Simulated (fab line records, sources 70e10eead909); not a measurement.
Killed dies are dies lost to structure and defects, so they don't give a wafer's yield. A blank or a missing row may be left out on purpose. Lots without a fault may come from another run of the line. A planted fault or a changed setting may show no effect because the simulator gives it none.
A struck lot beside a sound one | flow nand_harc | 14 steps out of a route of 1302
Sound: wafers L895.1, L895.4, L895.5. Struck: wafers L907.2, L907.3, L907.6. The cause comes at the end.
At each step with rows: each side's tool, then ch and its chambers, then its first start. Under that, the readings that differ: sound wafers | struck wafers | difference of the means | sigmas: that difference in standard deviations of wafers without a fault.
alike: readings whose means differ by less than 2 such deviations, and words and numbers that are the same on both sides. not compared: withheld readings, readings that some wafer has no value for, bounds like >300 that may hide the same value, and numbers for which the record gives no deviation and whose values overlap.
The two part at a step that has a row with sigmas, a row that says differs or no value, or rows on one side only. Numbers that don't overlap but have no deviation are shown without sigmas and don't part them. A reading that every wafer of one side lacks parts them only if that side has two wafers or more.

first, 7 steps without rows for these wafers: NHARC_A_BONDPAD_COAT_33 (time 65 s); NHARC_A_BONDPAD_COAT_03 (resist thk 600 nm); NHARC_A_BONDPAD_SOFTBAKE_04 (time 70 s); NHARC_A_BONDPAD_EBR_05; NHARC_A_BONDPAD_EXPOSE_06 (exposes mask A BPAD); NHARC_A_BONDPAD_PEB_07 (peb time 80 s); NHARC_A_BONDPAD_DEVELOP_08 (time 50 s).
NHARC_A_BONDPAD_CD_MEAS_09: target cd 500 nm.
  sound on cd_sem-03 ch 0, day 25 00:47; struck on cd_sem-02 ch 0, day 30 18:32
  alike: cd_nm
NHARC_A_BONDPAD_OVL_MEAS_35:
  sound on overlay-02, day 25 00:52; struck on overlay-01, day 30 18:37
  reading           | sound    | struck   | difference | sigmas
  overlay_y_nm (nm) | -5 -6 -5 | 12 12 13 | +18        | +3
  alike: overlay_x_nm
then, 1 step without rows for these wafers: NHARC_A_BONDPAD_HARDBAKE_10 (time 65 s).
NHARC_A_BONDPAD_DESCUM_11: chemistry O2, time 3 s.
  sound on rie_diel-11 ch 1,3, day 25 00:59; struck on rie_diel-11 ch 1,2, day 30 18:44
  alike: drypump_motor_current_A, oes_product_au, rf_vpp_V, showerhead_plenum_p_Torr, throttle_valve_pct
  not compared: rf_hours_counter_h
NHARC_A_BONDPAD_ETCH_34: etches the open film in N2/H2, target depth 60 nm, overetch 18 nm, time 65.91 s.
  sound on rie_diel-11 ch 0,1,2, day 25 01:05; struck on rie_diel-11 ch 0,1,3, day 30 18:50
  alike: drypump_motor_current_A, h2_flow_sccm, n2_flow_sccm, oes_product_au, rf_fwd_power_W, rf_vpp_V, showerhead_plenum_p_Torr, throttle_valve_pct
  not compared: rf_hours_counter_h
NHARC_A_BONDPAD_ETCH_12: etches the open film in CHF3/O2, target depth 220 nm, time 110 s.
  sound on rie_diel-11 ch 0,2,3, day 25 01:11; struck on rie_diel-11 ch 0,2, day 30 18:56
  reading               | sound             | struck            | difference | sigmas
  oes_product_au (a.u.) | 0.922 0.924 0.915 | 0.730 0.732 0.729 | -0.190     | -8
  rf_fwd_power_W (W)    | 496.5 497.9 496.7 | 295.6 297.0 296.7 | -200.6     | -99 or more
  alike: chf3_flow_sccm, drypump_motor_current_A, rf_vpp_V, showerhead_plenum_p_Torr, throttle_valve_pct
  not compared: rf_hours_counter_h
NHARC_A_BONDPAD_CD_MEAS_13:
  sound on cd_sem-02, day 25 01:19; struck on cd_sem-02, day 30 19:04
  reading    | sound             | struck            | difference | sigmas
  cd_nm (nm) | 499.1 502.0 504.9 | 494.8 496.8 496.5 | -6.0       | -3

WHERE THEY PART
First at NHARC_A_BONDPAD_OVL_MEAS_35; last, within this record, at NHARC_A_BONDPAD_CD_MEAS_13.

WHY: what the simulator had put in
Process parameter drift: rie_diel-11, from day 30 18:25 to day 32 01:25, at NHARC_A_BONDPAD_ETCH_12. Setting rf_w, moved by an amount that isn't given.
